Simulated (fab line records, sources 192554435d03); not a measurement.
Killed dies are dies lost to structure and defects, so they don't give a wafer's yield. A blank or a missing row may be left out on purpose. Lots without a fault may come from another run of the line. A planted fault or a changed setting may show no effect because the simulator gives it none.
Which tool did it? | flow n5_finfet | 10 lots, 26 wafers sampled, at 7 steps of a route of 1938

WHAT THE GAUGES READ, wafer by wafer
N5_BEOL_M7_OCD_MEAS_38. Usual: trench_depth_nm 93.2 nm, standard deviation 1.7.
lot  | measured     | on     | trench_depth_nm (nm) | flag
L264 | day 9 03:58  | ocd-02 | 94.0 93.4 93.3       |
L263 | day 9 09:41  | ocd-01 | 91.8 93.4 91.9       |
L266 | day 9 13:33  | ocd-01 | 92.3 91.3 93.6       |
L269 | day 11 11:32 | ocd-02 | 93.7 92.3            |
L273 | day 12 03:07 | ocd-02 | 94.8 93.1 91.5       |
L275 | day 12 03:31 | ocd-02 | 94.7 93.3 94.4       |
L276 | day 12 08:58 | ocd-01 | 91.6 95.9            |
L280 | day 13 22:14 | ocd-01 | 92.5 90.3 89.5       |
L283 | day 14 04:18 | ocd-02 | 138.1 95.4           | OFF
L284 | day 14 11:51 | ocd-02 | 140.1 139.7          | OFF

N5_BEOL_M7_THK_MEAS_53: measures by xrf. Usual: M7_THK 77.8 nm, standard deviation 2.1.
lot  | measured     | on            | M7_THK (nm)    | flag
L264 | day 9 06:38  | film_metro-01 | 77.3 75.9 77.8 |
L263 | day 9 13:26  | film_metro-02 | 77.4 77.0 76.1 |
L266 | day 9 16:01  | film_metro-01 | 78.0 75.1 77.6 |
L269 | day 11 14:08 | film_metro-01 | 79.3 76.6      |
L273 | day 12 05:47 | film_metro-02 | 80.9 77.5 76.1 |
L275 | day 12 06:23 | film_metro-02 | 79.6 78.5 79.5 |
L276 | day 12 12:34 | film_metro-02 | 76.1 79.8      |
L280 | day 14 00:41 | film_metro-02 | 76.5 74.4 73.2 |
L283 | day 14 06:38 | film_metro-01 | 121.6 79.0     | OFF
L284 | day 14 13:53 | film_metro-01 | 122.2 122.1    | OFF

N5_BEOL_M7_RS_MEAS_57: measures by four-point-probe. Usual: M7_RS 0.289 ohm/sq, standard deviation 0.0091.
lot  | measured     | on            | M7_RS (ohm/sq)    | flag
L264 | day 9 06:46  | film_metro-02 | 0.289 0.293 0.286 |
L263 | day 9 13:34  | film_metro-02 | 0.288 0.290 0.295 |
L266 | day 9 16:08  | film_metro-02 | 0.287 0.299 0.287 |
L269 | day 11 14:17 | film_metro-01 | 0.285 0.297       |
L273 | day 12 05:55 | film_metro-01 | 0.278 0.292 0.298 |
L275 | day 12 06:31 | film_metro-01 | 0.282 0.287 0.284 |
L276 | day 12 12:41 | film_metro-02 | 0.297 0.281       |
L280 | day 14 00:49 | film_metro-01 | 0.294 0.306 0.312 |
L283 | day 14 06:48 | film_metro-01 | 0.174 0.282       | OFF
L284 | day 14 14:01 | film_metro-02 | 0.172 0.172       | OFF

WHICH TOOL RAN EACH LOT (tool, then ch and the chambers of the sampled wafers, then the start)
lot  | N5_BEOL_M7_ETCH_65                 | N5_BEOL_M7_STRIP_36                | N5_BEOL_M7_TRENCH_ETCH_37          | N5_BEOL_M7_PRE_CLEAN_45
L264 | rie_diel-01 ch 0,1,2, day 9 03:35  | rie_diel-01 ch 0,1,2, day 9 03:46  | rie_diel-01 ch 0,1,2, day 9 03:48  | pvd_sputter-02, day 9 04:41
L263 | rie_diel-01 ch 0,1,2, day 9 09:19  | rie_diel-01 ch 0,1,2, day 9 09:29  | rie_diel-01 ch 0,1,2, day 9 09:32  | pvd_sputter-03, day 9 10:16
L266 | rie_diel-05 ch 2,3, day 9 13:10    | rie_diel-05 ch 2,3, day 9 13:22    | rie_diel-05 ch 2,3, day 9 13:24    | pvd_sputter-01, day 9 14:37
L269 | rie_diel-05 ch 1,2, day 11 11:10   | rie_diel-05 ch 1,2, day 11 11:21   | rie_diel-05 ch 1,2, day 11 11:23   | pvd_sputter-01, day 11 12:11
L273 | rie_diel-05 ch 1,2,3, day 12 02:44 | rie_diel-05 ch 1,2,3, day 12 02:55 | rie_diel-05 ch 1,2,3, day 12 02:57 | pvd_sputter-01, day 12 03:41
L275 | rie_diel-05 ch 0,1,2, day 12 03:08 | rie_diel-05 ch 0,1,2, day 12 03:19 | rie_diel-05 ch 0,1,2, day 12 03:21 | pvd_sputter-01, day 12 04:05
L276 | rie_diel-06 ch 2,3, day 12 08:35   | rie_diel-06 ch 2,3, day 12 08:46   | rie_diel-06 ch 2,3, day 12 08:48   | pvd_sputter-01, day 12 09:44
L280 | rie_diel-06 ch 0,2, day 13 21:51   | rie_diel-06 ch 0,2, day 13 22:02   | rie_diel-06 ch 0,2, day 13 22:04   | pvd_sputter-02, day 13 23:09
L283 | rie_diel-01 ch 1,2, day 14 03:55   | rie_diel-01 ch 1,2, day 14 04:06   | rie_diel-01 ch 1,2, day 14 04:08   | pvd_sputter-03, day 14 04:54
L284 | rie_diel-01 ch 1, day 14 11:28     | rie_diel-01 ch 1, day 14 11:39     | rie_diel-01 ch 1, day 14 11:41     | pvd_sputter-01, day 14 12:31
- N5_BEOL_M7_ETCH_65: etches SiARC in CF4, target depth 15.6 nm, time 26 s.
- N5_BEOL_M7_STRIP_36: strips in N2/H2.
- N5_BEOL_M7_TRENCH_ETCH_37: etches SiCOH lowk in C4F6/O2, target depth 93.478 nm, time 31.2 s.
- N5_BEOL_M7_PRE_CLEAN_45: time 30 s.

WHAT THE TOOLS THEMSELVES READ (means of the sampled wafers that have a number; where no wafer has one, the mark that the record gives instead)
N5_BEOL_M7_ETCH_65. Usual: drypump_motor_current_A 5.6 A, standard deviation 0.3; etch_rf_on_time_s 25.9 s, standard deviation 0.53; mfc_ar_sccm 100.0 sccm, standard deviation 0.32; oes_product_au 0.67 a.u., standard deviation 0.074; rf_vpp_V 184.3 V, standard deviation 1; showerhead_plenum_p_Torr 2.16 Torr, standard deviation 0.044; throttle_valve_pct 15.60 %, standard deviation 0.19.
lot  | tool        | drypump_motor_current_A (A) | etch_rf_on_time_s (s) | mfc_ar_sccm (sccm) | oes_product_au (a.u.) | rf_vpp_V (V) | showerhead_plenum_p_Torr (Torr) | throttle_valve_pct (%) | flag
L264 | rie_diel-01 | 5.8                         | 26.2                  | 99.6               | 0.64                  | 184.7        | 2.16                            | 15.73                  |
L263 | rie_diel-01 | 5.8                         | 26.1                  | 100.1              | 0.65                  | 184.9        | 2.16                            | 15.73                  |
L266 | rie_diel-05 | 5.5                         | 25.8                  | 100.1              | 0.68                  | 183.5        | 2.15                            | 15.67                  |
L269 | rie_diel-05 | 5.4                         | 25.4                  | 100.1              | 0.70                  | 184.9        | 2.16                            | 15.47                  |
L273 | rie_diel-05 | 5.5                         | 25.8                  | 100.2              | 0.66                  | 184.5        | 2.14                            | 15.63                  |
L275 | rie_diel-05 | 5.6                         | 25.7                  | 99.8               | 0.67                  | 183.7        | 2.18                            | 15.53                  |
L276 | rie_diel-06 | 5.4                         | 25.7                  | 100.2              | 0.64                  | 184.2        | 2.10                            | 15.72                  |
L280 | rie_diel-06 | 5.7                         | 27.0                  | 100.5              | 0.59                  | 184.1        | 2.18                            | 15.80                  |
L283 | rie_diel-01 | 5.7                         | 25.8                  | 100.2              | 0.79                  | 184.1        | 2.15                            | 15.44                  |
L284 | rie_diel-01 | 6.0                         | 25.7                  | 100.1              | 0.78                  | 184.0        | 2.18                            | 15.62                  |

N5_BEOL_M7_STRIP_36. Usual: drypump_motor_current_A 5.6 A, standard deviation 0.3; oes_product_au 0.78 a.u., standard deviation 0.086; rf_vpp_V 59.2 V, standard deviation 1.6; showerhead_plenum_p_Torr 2.57 Torr, standard deviation 0.055; temp_c 39.99 C, standard deviation 0.12; throttle_valve_pct 23.76 %, standard deviation 0.29.
lot  | tool        | drypump_motor_current_A (A) | oes_product_au (a.u.) | rf_vpp_V (V) | showerhead_plenum_p_Torr (Torr) | temp_c (C) | throttle_valve_pct (%) | flag
L264 | rie_diel-01 | 5.8                         | 0.75                  | 60.4         | 2.58                            | 40.08      | 23.97                  |
L263 | rie_diel-01 | 5.8                         | 0.75                  | 58.7         | 2.58                            | 39.95      | 23.96                  |
L266 | rie_diel-05 | 5.5                         | 0.79                  | 57.8         | 2.56                            | 40.00      | 23.82                  |
L269 | rie_diel-05 | 5.4                         | 0.79                  | 59.0         | 2.58                            | 40.03      | 23.82                  |
L273 | rie_diel-05 | 5.5                         | 0.76                  | 59.5         | 2.54                            | 39.89      | 23.71                  |
L275 | rie_diel-05 | 5.6                         | 0.78                  | 58.9         | 2.59                            | 39.98      | 23.78                  |
L276 | rie_diel-06 | 5.4                         | 0.76                  | 60.5         | 2.50                            | 39.96      | 23.80                  |
L280 | rie_diel-06 | 5.7                         | 0.70                  | 57.1         | 2.58                            | 39.99      | 23.82                  |
L283 | rie_diel-01 | 5.7                         | 0.92                  | 61.2         | 2.55                            | 39.85      | 23.77                  |
L284 | rie_diel-01 | 6.0                         | 0.91                  | 59.8         | 2.60                            | 40.04      | 24.04                  |

N5_BEOL_M7_TRENCH_ETCH_37. Usual: drypump_motor_current_A 5.6 A, standard deviation 0.3; mfc_ar_sccm 300.0 sccm, standard deviation 0.88; oes_o_777_au 0.80 a.u., standard deviation 0.092; oes_product_au 0.78 a.u., standard deviation 0.086; rf_vpp_V 668 V, standard deviation 9.6; showerhead_plenum_p_Torr 2.87 Torr, standard deviation 0.059; throttle_valve_pct 20.88 %, standard deviation 0.18.
lot  | tool        | drypump_motor_current_A (A) | mfc_ar_sccm (sccm) | oes_o_777_au (a.u.) | oes_product_au (a.u.) | rf_vpp_V (V) | showerhead_plenum_p_Torr (Torr) | throttle_valve_pct (%) | flag
L264 | rie_diel-01 | 5.8                         | 300.3              | 0.78                | 0.76                  | 663          | 2.87                            | 20.95                  |
L263 | rie_diel-01 | 5.7                         | 299.7              | 0.78                | 0.75                  | 664          | 2.87                            | 20.95                  |
L266 | rie_diel-05 | 5.5                         | 299.1              | 0.81                | 0.79                  | 673          | 2.86                            | 21.00                  |
L269 | rie_diel-05 | 5.4                         | 300.1              | 0.82                | 0.80                  | 680          | 2.86                            | 20.76                  |
L273 | rie_diel-05 | 5.5                         | 300.0              | 0.78                | 0.76                  | 674          | 2.84                            | 20.89                  |
L275 | rie_diel-05 | 5.6                         | 300.1              | 0.79                | 0.78                  | 677          | 2.90                            | 20.83                  |
L276 | rie_diel-06 | 5.4                         | 298.7              | 0.76                | 0.75                  | 652          | 2.79                            | 21.02                  |
L280 | rie_diel-06 | 5.7                         | 300.3              | 0.69                | 0.69                  | 656          | 2.89                            | 21.05                  |
L283 | rie_diel-01 | 5.6                         | 299.4              | 0.95                | 1.06                  | 668          | 2.84                            | 20.83                  | OFF
L284 | rie_diel-01 | 6.0                         | 299.3              | 0.93                | 1.18                  | 671          | 2.88                            | 20.98                  | OFF

N5_BEOL_M7_PRE_CLEAN_45. Usual: heater_power_w 326 W, standard deviation 43; susceptor_temp_C 249.99 C, standard deviation 0.18.
lot  | tool           | heater_power_w (W) | susceptor_temp_C (C) | flag
L264 | pvd_sputter-02 | 336                | 250.02               |
L263 | pvd_sputter-03 | 369                | 250.03               |
L266 | pvd_sputter-01 | 285                | 249.83               |
L269 | pvd_sputter-01 | 294                | 249.99               |
L273 | pvd_sputter-01 | 310                | 249.95               |
L275 | pvd_sputter-01 | 302                | 249.93               |
L276 | pvd_sputter-01 | 301                | 250.17               |
L280 | pvd_sputter-02 | 329                | 250.17               |
L283 | pvd_sputter-03 | 354                | 250.05               |
L284 | pvd_sputter-01 | 290                | 249.97               |

THE ANSWER, worked out from the rows above alone
Rule: a lot is off if the mean of its wafers that have a number lies more than 3 standard deviations from the usual mean. A lot without any number at a reading at which 4 lots or more have one is off too. The other lots that the step has rows for count as sound. The gauges are gone through in route order, then the tools' own readings, and for those a lot's mean is taken as printed above. The first step at which some lot is off is used, and at that step the reading that is off furthest; a lot without a number counts as furthest.
Off: L283, L284, at N5_BEOL_M7_OCD_MEAS_38 (trench_depth_nm).
A tool fits if, at a process step before that reading, it ran every lot that is off, and no sound lot after the first of them. The gauges at N5_BEOL_M7_OCD_MEAS_38 aren't tried: what is off there is off at N5_BEOL_M7_THK_MEAS_53 too, on other tools, and a gauge's error can't cause that. One fits: rie_diel-01 at N5_BEOL_M7_ETCH_65 and N5_BEOL_M7_STRIP_36 and N5_BEOL_M7_TRENCH_ETCH_37. At N5_BEOL_M7_ETCH_65 its last sound lot is L263 (day 9 09:19), its first lot that is off L283 (day 14 03:55): a fault that began between those two fits.

WHAT THE SIMULATOR HAD PUT IN
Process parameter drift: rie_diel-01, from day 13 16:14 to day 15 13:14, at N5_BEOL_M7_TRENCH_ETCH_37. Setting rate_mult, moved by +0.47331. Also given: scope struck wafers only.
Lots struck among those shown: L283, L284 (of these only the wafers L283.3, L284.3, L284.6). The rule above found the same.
